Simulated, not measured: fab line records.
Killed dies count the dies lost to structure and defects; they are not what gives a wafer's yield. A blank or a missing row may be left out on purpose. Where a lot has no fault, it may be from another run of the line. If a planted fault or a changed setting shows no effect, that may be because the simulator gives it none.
Which of the tools did it? || flow nand-harc || 72 wafers from 24 lots sampled at 6 of the route's 1159 steps

## WHAT THE GAUGES READ, wafer by wafer
NHARC_A_SGD_CUT_INSPECT_25.
{"lot": "L074", "measured": "day 14 09:05", "on": "defect-inspect-02", "raw-defect-count": "412 318 376"}
{"lot": "L076", "measured": "day 14 18:29", "on": "defect-inspect-02", "raw-defect-count": "234 261 322"}
{"lot": "L075", "measured": "day 14 18:30", "on": "defect-inspect-02", "raw-defect-count": "322 201 231"}
{"lot": "L079", "measured": "day 15 01:02", "on": "defect-inspect-01", "raw-defect-count": "372 271 389"}
{"lot": "L077", "measured": "day 15 01:02", "on": "defect-inspect-02", "raw-defect-count": "307 272 317"}
{"lot": "L078", "measured": "day 15 01:05", "on": "defect-inspect-02", "raw-defect-count": "370 378 323"}
{"lot": "L082", "measured": "day 15 21:41", "on": "defect-inspect-02", "raw-defect-count": "475 276 303"}
{"lot": "L081", "measured": "day 15 21:41", "on": "defect-inspect-01", "raw-defect-count": "304 289 424"}
{"lot": "L080", "measured": "day 16 03:53", "on": "defect-inspect-01", "raw-defect-count": "350 342 312"}
{"lot": "L084", "measured": "day 16 08:31", "on": "defect-inspect-02", "raw-defect-count": "349 362 308"}
{"lot": "L083", "measured": "day 16 08:31", "on": "defect-inspect-01", "raw-defect-count": "251 398 229"}
{"lot": "L085", "measured": "day 17 06:43", "on": "defect-inspect-01", "raw-defect-count": "187 154 274"}
{"lot": "L088", "measured": "day 17 11:15", "on": "defect-inspect-02", "raw-defect-count": "432 326 381"}
{"lot": "L087", "measured": "day 17 11:17", "on": "defect-inspect-01", "raw-defect-count": "292 357 443"}
{"lot": "L089", "measured": "day 17 19:29", "on": "defect-inspect-02", "raw-defect-count": "520 511 316"}
{"lot": "L086", "measured": "day 17 19:30", "on": "defect-inspect-01", "raw-defect-count": "277 307 257"}
{"lot": "L090", "measured": "day 18 09:50", "on": "defect-inspect-02", "raw-defect-count": "357 431 298"}
{"lot": "L093", "measured": "day 18 09:51", "on": "defect-inspect-01", "raw-defect-count": "374 243 351"}
{"lot": "L091", "measured": "day 18 09:56", "on": "defect-inspect-02", "raw-defect-count": "237 300 262"}
{"lot": "L092", "measured": "day 18 09:59", "on": "defect-inspect-01", "raw-defect-count": "326 256 346"}
{"lot": "L094", "measured": "day 20 00:01", "on": "defect-inspect-02", "raw-defect-count": "263 268 293"}
{"lot": "L095", "measured": "day 20 00:04", "on": "defect-inspect-02", "raw-defect-count": "200 240 225"}
{"lot": "L097", "measured": "day 20 00:07", "on": "defect-inspect-01", "raw-defect-count": "343 305 332"}
{"lot": "L096", "measured": "day 20 00:07", "on": "defect-inspect-02", "raw-defect-count": "352 362 404"}

NHARC_A_CONTACT_CD_MEAS_69: target cd 200 nm.
{"lot": "L074", "measured": "day 16 16:29", "on": "cd-sem-02", "cd-nm (nm)": "200.0 200.0 200.2"}
{"lot": "L076", "measured": "day 17 01:32", "on": "cd-sem-03", "cd-nm (nm)": "200.6 199.7 200.7"}
{"lot": "L075", "measured": "day 17 01:59", "on": "cd-sem-02", "cd-nm (nm)": "200.3 200.7 200.8"}
{"lot": "L079", "measured": "day 17 07:46", "on": "cd-sem-01", "cd-nm (nm)": "199.9 199.9 200.3"}
{"lot": "L077", "measured": "day 17 08:09", "on": "cd-sem-03", "cd-nm (nm)": "200.8 200.2 200.5"}
{"lot": "L078", "measured": "day 18 04:31", "on": "cd-sem-01", "cd-nm (nm)": "199.9 199.7 199.8"}
{"lot": "L082", "measured": "day 18 12:56", "on": "cd-sem-03", "cd-nm (nm)": "201.1 200.6 200.9"}
{"lot": "L081", "measured": "day 18 12:20", "on": "cd-sem-01", "cd-nm (nm)": "200.9 199.6 199.7"}
{"lot": "L080", "measured": "day 18 18:37", "on": "cd-sem-03", "cd-nm (nm)": "200.3 200.9 200.6"}
{"lot": "L084", "measured": "day 18 18:17", "on": "cd-sem-01", "cd-nm (nm)": "200.0 200.5 200.5"}
{"lot": "L083", "measured": "day 18 23:56", "on": "cd-sem-02", "cd-nm (nm)": "200.5 200.1 200.6"}
{"lot": "L085", "measured": "day 19 14:05", "on": "cd-sem-02", "cd-nm (nm)": "200.4 200.2 200.5"}
{"lot": "L088", "measured": "day 19 14:54", "on": "cd-sem-01", "cd-nm (nm)": "199.7 199.8 199.7"}
{"lot": "L087", "measured": "day 19 18:41", "on": "cd-sem-01", "cd-nm (nm)": "200.2 200.8 200.5"}
{"lot": "L089", "measured": "day 20 09:29", "on": "cd-sem-03", "cd-nm (nm)": "200.2 199.9 200.5"}
{"lot": "L086", "measured": "day 20 07:44", "on": "cd-sem-01", "cd-nm (nm)": "199.5 199.9 199.8"}
{"lot": "L090", "measured": "day 20 21:49", "on": "cd-sem-02", "cd-nm (nm)": "200.9 200.8 201.1"}
{"lot": "L093", "measured": "day 20 23:31", "on": "cd-sem-03", "cd-nm (nm)": "200.1 199.3 199.0"}
{"lot": "L091", "measured": "day 20 19:45", "on": "cd-sem-03", "cd-nm (nm)": "199.4 200.1 199.7"}
{"lot": "L092", "measured": "day 21 00:01", "on": "cd-sem-03", "cd-nm (nm)": "200.6 200.7 200.4"}
{"lot": "L094", "measured": "day 22 05:32", "on": "cd-sem-01", "cd-nm (nm)": "200.6 200.5 200.2"}
{"lot": "L095", "measured": "day 22 09:58", "on": "cd-sem-03", "cd-nm (nm)": "200.2 200.0 200.7"}
{"lot": "L097", "measured": "day 22 17:38", "on": "cd-sem-03", "cd-nm (nm)": "199.2 200.3 201.0"}
{"lot": "L096", "measured": "day 22 13:52", "on": "cd-sem-02", "cd-nm (nm)": "200.9 200.1 200.6"}

## WHICH TOOL RAN EACH LOT (tool, then ch and the chambers of the sampled wafers, then the start)
{"lot": "L074", "NHARC_A_SLIT_DEP_23": "pecvd-01 ch 1,2, day 14 11:38", "NHARC_A_WL_FILL_ETCHBACK_04": "rie-metal-01 ch 0,1, day 15 05:32", "NHARC_A_CONTACT_ETCH_115": "har-cap-etch-01 ch 0,1, day 16 11:28", "NHARC_A_CONTACT_ETCH_122": "har-cap-etch-01 ch 0,1, day 16 12:06"}
{"lot": "L076", "NHARC_A_SLIT_DEP_23": "pecvd-02 ch 1,2, day 14 21:20", "NHARC_A_WL_FILL_ETCHBACK_04": "rie-metal-02 ch 0,1, day 15 16:21", "NHARC_A_CONTACT_ETCH_115": "har-cap-etch-01 ch 0,1, day 16 20:01", "NHARC_A_CONTACT_ETCH_122": "har-cap-etch-01 ch 0,1, day 16 20:39"}
{"lot": "L075", "NHARC_A_SLIT_DEP_23": "pecvd-03 ch 0,2, day 14 21:34", "NHARC_A_WL_FILL_ETCHBACK_04": "rie-metal-03 ch 0,1, day 15 16:26", "NHARC_A_CONTACT_ETCH_115": "har-cap-etch-03 ch 0,1, day 16 21:00", "NHARC_A_CONTACT_ETCH_122": "har-cap-etch-03 ch 0,1, day 16 21:38"}
{"lot": "L079", "NHARC_A_SLIT_DEP_23": "pecvd-03 ch 0,1, day 15 04:30", "NHARC_A_WL_FILL_ETCHBACK_04": "rie-metal-02 ch 0,1, day 15 23:50", "NHARC_A_CONTACT_ETCH_115": "har-cap-etch-02 ch 0,1, day 17 02:44", "NHARC_A_CONTACT_ETCH_122": "har-cap-etch-02 ch 0,1, day 17 03:22"}
{"lot": "L077", "NHARC_A_SLIT_DEP_23": "pecvd-01 ch 0,2, day 15 04:28", "NHARC_A_WL_FILL_ETCHBACK_04": "rie-metal-03 ch 0, day 15 20:59", "NHARC_A_CONTACT_ETCH_115": "har-cap-etch-03 ch 0, day 17 03:04", "NHARC_A_CONTACT_ETCH_122": "har-cap-etch-03 ch 0, day 17 03:43"}
{"lot": "L078", "NHARC_A_SLIT_DEP_23": "pecvd-03 ch 0,2, day 15 06:28", "NHARC_A_WL_FILL_ETCHBACK_04": "rie-metal-03 ch 0,1, day 16 02:33", "NHARC_A_CONTACT_ETCH_115": "har-cap-etch-03 ch 0,1, day 17 20:40", "NHARC_A_CONTACT_ETCH_122": "har-cap-etch-03 ch 0,1, day 17 21:18"}
{"lot": "L082", "NHARC_A_SLIT_DEP_23": "pecvd-03 ch 0,2, day 16 00:51", "NHARC_A_WL_FILL_ETCHBACK_04": "rie-metal-01 ch 0,1, day 16 22:52", "NHARC_A_CONTACT_ETCH_115": "har-cap-etch-01 ch 0,1, day 18 04:05", "NHARC_A_CONTACT_ETCH_122": "har-cap-etch-01 ch 0,1, day 18 04:44"}
{"lot": "L081", "NHARC_A_SLIT_DEP_23": "pecvd-03 ch 0,1, day 16 02:09", "NHARC_A_WL_FILL_ETCHBACK_04": "rie-metal-02 ch 0,1, day 17 01:41", "NHARC_A_CONTACT_ETCH_115": "har-cap-etch-02 ch 0,1, day 18 03:02", "NHARC_A_CONTACT_ETCH_122": "har-cap-etch-02 ch 0,1, day 18 03:41"}
{"lot": "L080", "NHARC_A_SLIT_DEP_23": "pecvd-02 ch 0,2, day 16 08:10", "NHARC_A_WL_FILL_ETCHBACK_04": "rie-metal-03 ch 0,1, day 17 05:52", "NHARC_A_CONTACT_ETCH_115": "har-cap-etch-01 ch 0,1, day 18 12:28", "NHARC_A_CONTACT_ETCH_122": "har-cap-etch-01 ch 0,1, day 18 13:05"}
{"lot": "L084", "NHARC_A_SLIT_DEP_23": "pecvd-01 ch 0,1,2, day 16 10:56", "NHARC_A_WL_FILL_ETCHBACK_04": "rie-metal-03 ch 0,1, day 17 08:43", "NHARC_A_CONTACT_ETCH_115": "har-cap-etch-02 ch 0,1, day 18 11:27", "NHARC_A_CONTACT_ETCH_122": "har-cap-etch-02 ch 0,1, day 18 12:05"}
{"lot": "L083", "NHARC_A_SLIT_DEP_23": "pecvd-02 ch 0,1,2, day 16 10:53", "NHARC_A_WL_FILL_ETCHBACK_04": "rie-metal-03 ch 0,1, day 17 11:17", "NHARC_A_CONTACT_ETCH_115": "har-cap-etch-01 ch 1, day 18 18:57", "NHARC_A_CONTACT_ETCH_122": "har-cap-etch-01 ch 1, day 18 19:35"}
{"lot": "L085", "NHARC_A_SLIT_DEP_23": "pecvd-02 ch 0,2, day 17 10:15", "NHARC_A_WL_FILL_ETCHBACK_04": "rie-metal-02 ch 0,1, day 18 05:31", "NHARC_A_CONTACT_ETCH_115": "har-cap-etch-02 ch 0,1, day 19 08:58", "NHARC_A_CONTACT_ETCH_122": "har-cap-etch-02 ch 0,1, day 19 09:36"}
{"lot": "L088", "NHARC_A_SLIT_DEP_23": "pecvd-02 ch 0,1,2, day 17 13:37", "NHARC_A_WL_FILL_ETCHBACK_04": "rie-metal-01 ch 0,1, day 18 08:24", "NHARC_A_CONTACT_ETCH_115": "har-cap-etch-01 ch 0,1, day 19 09:21", "NHARC_A_CONTACT_ETCH_122": "har-cap-etch-01 ch 0,1, day 19 10:12"}
{"lot": "L087", "NHARC_A_SLIT_DEP_23": "pecvd-02 ch 1,2, day 17 13:49", "NHARC_A_WL_FILL_ETCHBACK_04": "rie-metal-03 ch 0, day 18 06:53", "NHARC_A_CONTACT_ETCH_115": "har-cap-etch-03 ch 0,1, day 19 13:25", "NHARC_A_CONTACT_ETCH_122": "har-cap-etch-03 ch 0,1, day 19 14:15"}
{"lot": "L089", "NHARC_A_SLIT_DEP_23": "pecvd-03 ch 0,1,2, day 17 21:52", "NHARC_A_WL_FILL_ETCHBACK_04": "rie-metal-03 ch 0,1, day 18 14:14", "NHARC_A_CONTACT_ETCH_115": "har-cap-etch-03 ch 0,1, day 19 23:25", "NHARC_A_CONTACT_ETCH_122": "har-cap-etch-03 ch 0,1, day 20 00:04"}
{"lot": "L086", "NHARC_A_SLIT_DEP_23": "pecvd-01 ch 0,1,2, day 17 23:14", "NHARC_A_WL_FILL_ETCHBACK_04": "rie-metal-02 ch 0,1, day 18 14:04", "NHARC_A_CONTACT_ETCH_115": "har-cap-etch-01 ch 0,1, day 19 23:17", "NHARC_A_CONTACT_ETCH_122": "har-cap-etch-01 ch 0,1, day 19 23:55"}
{"lot": "L090", "NHARC_A_SLIT_DEP_23": "pecvd-03 ch 0,1,2, day 18 13:52", "NHARC_A_WL_FILL_ETCHBACK_04": "rie-metal-02 ch 0,1, day 19 08:03", "NHARC_A_CONTACT_ETCH_115": "har-cap-etch-03 ch 0,1, day 20 13:44", "NHARC_A_CONTACT_ETCH_122": "har-cap-etch-03 ch 0,1, day 20 14:22"}
{"lot": "L093", "NHARC_A_SLIT_DEP_23": "pecvd-02 ch 0,1,2, day 18 14:07", "NHARC_A_WL_FILL_ETCHBACK_04": "rie-metal-01 ch 0,1, day 19 10:57", "NHARC_A_CONTACT_ETCH_115": "har-cap-etch-01 ch 0,1, day 20 18:02", "NHARC_A_CONTACT_ETCH_122": "har-cap-etch-01 ch 0,1, day 20 18:41"}
{"lot": "L091", "NHARC_A_SLIT_DEP_23": "pecvd-03 ch 0,2, day 18 14:35", "NHARC_A_WL_FILL_ETCHBACK_04": "rie-metal-03 ch 0,1, day 19 09:29", "NHARC_A_CONTACT_ETCH_115": "har-cap-etch-01 ch 0,1, day 20 12:55", "NHARC_A_CONTACT_ETCH_122": "har-cap-etch-01 ch 0,1, day 20 13:32"}
{"lot": "L092", "NHARC_A_SLIT_DEP_23": "pecvd-02 ch 0,1, day 18 15:50", "NHARC_A_WL_FILL_ETCHBACK_04": "rie-metal-03 ch 0,1, day 19 12:19", "NHARC_A_CONTACT_ETCH_115": "har-cap-etch-02 ch 0, day 20 16:56", "NHARC_A_CONTACT_ETCH_122": "har-cap-etch-02 ch 0, day 20 17:34"}
{"lot": "L094", "NHARC_A_SLIT_DEP_23": "pecvd-01 ch 0,2, day 20 03:20", "NHARC_A_WL_FILL_ETCHBACK_04": "rie-metal-02 ch 0,1, day 20 19:32", "NHARC_A_CONTACT_ETCH_115": "har-cap-etch-02 ch 0,1, day 22 00:34", "NHARC_A_CONTACT_ETCH_122": "har-cap-etch-02 ch 0,1, day 22 01:12"}
{"lot": "L095", "NHARC_A_SLIT_DEP_23": "pecvd-03 ch 0,1,2, day 20 03:40", "NHARC_A_WL_FILL_ETCHBACK_04": "rie-metal-01 ch 0,1, day 20 19:29", "NHARC_A_CONTACT_ETCH_115": "har-cap-etch-01 ch 0,1, day 22 04:43", "NHARC_A_CONTACT_ETCH_122": "har-cap-etch-01 ch 0,1, day 22 05:21"}
{"lot": "L097", "NHARC_A_SLIT_DEP_23": "pecvd-01 ch 0,2, day 20 03:38", "NHARC_A_WL_FILL_ETCHBACK_04": "rie-metal-01 ch 0,1, day 20 22:53", "NHARC_A_CONTACT_ETCH_115": "har-cap-etch-01 ch 0,1, day 22 10:02", "NHARC_A_CONTACT_ETCH_122": "har-cap-etch-01 ch 0,1, day 22 10:40"}
{"lot": "L096", "NHARC_A_SLIT_DEP_23": "pecvd-02 ch 0,1,2, day 20 05:16", "NHARC_A_WL_FILL_ETCHBACK_04": "rie-metal-03 ch 0,1, day 21 01:47", "NHARC_A_CONTACT_ETCH_115": "har-cap-etch-03 ch 0,1, day 22 07:03", "NHARC_A_CONTACT_ETCH_122": "har-cap-etch-03 ch 0,1, day 22 07:41"}
- NHARC_A_SLIT_DEP_23: deposits SiON, target thk 100 nm.
- NHARC_A_WL_FILL_ETCHBACK_04: etches the open film in NF3, target depth 60 nm, time 120 s.
- NHARC_A_CONTACT_ETCH_115: etches the open film in C4F8/O2/Ar, time 94 s, target depth 922 nm.
- NHARC_A_CONTACT_ETCH_122: etches the open film in C4F8/O2/Ar, time 95 s, target depth 930 nm.

## WHAT THE TOOLS THEMSELVES READ (means of the sampled wafers that have a number; where no wafer has one, the mark that the record gives instead)
NHARC_A_SLIT_DEP_23.
{"lot": "L074", "tool": "pecvd-01", "heater-power-w (W)": 822}
{"lot": "L076", "tool": "pecvd-02", "heater-power-w (W)": 749}
{"lot": "L075", "tool": "pecvd-03", "heater-power-w (W)": 743}
{"lot": "L079", "tool": "pecvd-03", "heater-power-w (W)": 672}
{"lot": "L077", "tool": "pecvd-01", "heater-power-w (W)": 721}
{"lot": "L078", "tool": "pecvd-03", "heater-power-w (W)": 748}
{"lot": "L082", "tool": "pecvd-03", "heater-power-w (W)": 776}
{"lot": "L081", "tool": "pecvd-03", "heater-power-w (W)": 672}
{"lot": "L080", "tool": "pecvd-02", "heater-power-w (W)": 732}
{"lot": "L084", "tool": "pecvd-01", "heater-power-w (W)": 779}
{"lot": "L083", "tool": "pecvd-02", "heater-power-w (W)": 743}
{"lot": "L085", "tool": "pecvd-02", "heater-power-w (W)": 689}
{"lot": "L088", "tool": "pecvd-02", "heater-power-w (W)": 740}
{"lot": "L087", "tool": "pecvd-02", "heater-power-w (W)": 747}
{"lot": "L089", "tool": "pecvd-03", "heater-power-w (W)": 773}
{"lot": "L086", "tool": "pecvd-01", "heater-power-w (W)": 703}
{"lot": "L090", "tool": "pecvd-03", "heater-power-w (W)": 793}
{"lot": "L093", "tool": "pecvd-02", "heater-power-w (W)": 687}
{"lot": "L091", "tool": "pecvd-03", "heater-power-w (W)": 737}
{"lot": "L092", "tool": "pecvd-02", "heater-power-w (W)": 707}
{"lot": "L094", "tool": "pecvd-01", "heater-power-w (W)": 718}
{"lot": "L095", "tool": "pecvd-03", "heater-power-w (W)": 711}
{"lot": "L097", "tool": "pecvd-01", "heater-power-w (W)": 716}
{"lot": "L096", "tool": "pecvd-02", "heater-power-w (W)": 719}

NHARC_A_WL_FILL_ETCHBACK_04.
{"lot": "L074", "tool": "rie-metal-01", "drypump-motor-current-A (A)": 5.6, "oes-product-au (a.u.)": 0.997}
{"lot": "L076", "tool": "rie-metal-02", "drypump-motor-current-A (A)": 5.6, "oes-product-au (a.u.)": 0.998}
{"lot": "L075", "tool": "rie-metal-03", "drypump-motor-current-A (A)": 5.4, "oes-product-au (a.u.)": 1.026}
{"lot": "L079", "tool": "rie-metal-02", "drypump-motor-current-A (A)": 5.7, "oes-product-au (a.u.)": 1.015}
{"lot": "L077", "tool": "rie-metal-03", "drypump-motor-current-A (A)": 4.9, "oes-product-au (a.u.)": 1.003}
{"lot": "L078", "tool": "rie-metal-03", "drypump-motor-current-A (A)": 5.4, "oes-product-au (a.u.)": 1.017}
{"lot": "L082", "tool": "rie-metal-01", "drypump-motor-current-A (A)": 5.6, "oes-product-au (a.u.)": 1.001}
{"lot": "L081", "tool": "rie-metal-02", "drypump-motor-current-A (A)": 5.6, "oes-product-au (a.u.)": 0.999}
{"lot": "L080", "tool": "rie-metal-03", "drypump-motor-current-A (A)": 5.1, "oes-product-au (a.u.)": 1.009}
{"lot": "L084", "tool": "rie-metal-03", "drypump-motor-current-A (A)": 5.3, "oes-product-au (a.u.)": 1.013}
{"lot": "L083", "tool": "rie-metal-03", "drypump-motor-current-A (A)": 5.1, "oes-product-au (a.u.)": 1.007}
{"lot": "L085", "tool": "rie-metal-02", "drypump-motor-current-A (A)": 5.7, "oes-product-au (a.u.)": 1.002}
{"lot": "L088", "tool": "rie-metal-01", "drypump-motor-current-A (A)": 5.5, "oes-product-au (a.u.)": 0.993}
{"lot": "L087", "tool": "rie-metal-03", "drypump-motor-current-A (A)": 4.9, "oes-product-au (a.u.)": 1.005}
{"lot": "L089", "tool": "rie-metal-03", "drypump-motor-current-A (A)": 5.4, "oes-product-au (a.u.)": 1.025}
{"lot": "L086", "tool": "rie-metal-02", "drypump-motor-current-A (A)": 5.6, "oes-product-au (a.u.)": 1.004}
{"lot": "L090", "tool": "rie-metal-02", "drypump-motor-current-A (A)": 5.6, "oes-product-au (a.u.)": 0.998}
{"lot": "L093", "tool": "rie-metal-01", "drypump-motor-current-A (A)": 5.6, "oes-product-au (a.u.)": 0.987}
{"lot": "L091", "tool": "rie-metal-03", "drypump-motor-current-A (A)": 5.1, "oes-product-au (a.u.)": 1.012}
{"lot": "L092", "tool": "rie-metal-03", "drypump-motor-current-A (A)": 5.4, "oes-product-au (a.u.)": 1.013}
{"lot": "L094", "tool": "rie-metal-02", "drypump-motor-current-A (A)": 5.6, "oes-product-au (a.u.)": 1.008}
{"lot": "L095", "tool": "rie-metal-01", "drypump-motor-current-A (A)": 5.5, "oes-product-au (a.u.)": 1.004}
{"lot": "L097", "tool": "rie-metal-01", "drypump-motor-current-A (A)": 5.5, "oes-product-au (a.u.)": 1.002}
{"lot": "L096", "tool": "rie-metal-03", "drypump-motor-current-A (A)": 5.4, "oes-product-au (a.u.)": 1.019}

## THE ANSWER, worked out from the rows above alone
Rule: usual is defined by the lots themselves. The widest of any qualifying gaps counts: lots, ordered by their means at a reading, are off when they make up no more than a third of the lots, leave a main group of 4 or more, and stand apart from it by 3 or more times the standard deviation of that group's means. Not used: any main group whose means are identical at the precision the tables above print for the reading. A lot without any number at a reading at which 4 lots or more have one is off too. The other lots that the step has rows for count as sound. After the gauges, taken in route order, come the tools' own readings; for these a lot's mean is taken, as printed above. The first step at which some lot is off is used, and at that step the reading that is off furthest; a lot without a number counts as furthest.
None of the lots is off at any reading shown; this tells nothing.

## WHAT THE SIMULATOR PUT IN
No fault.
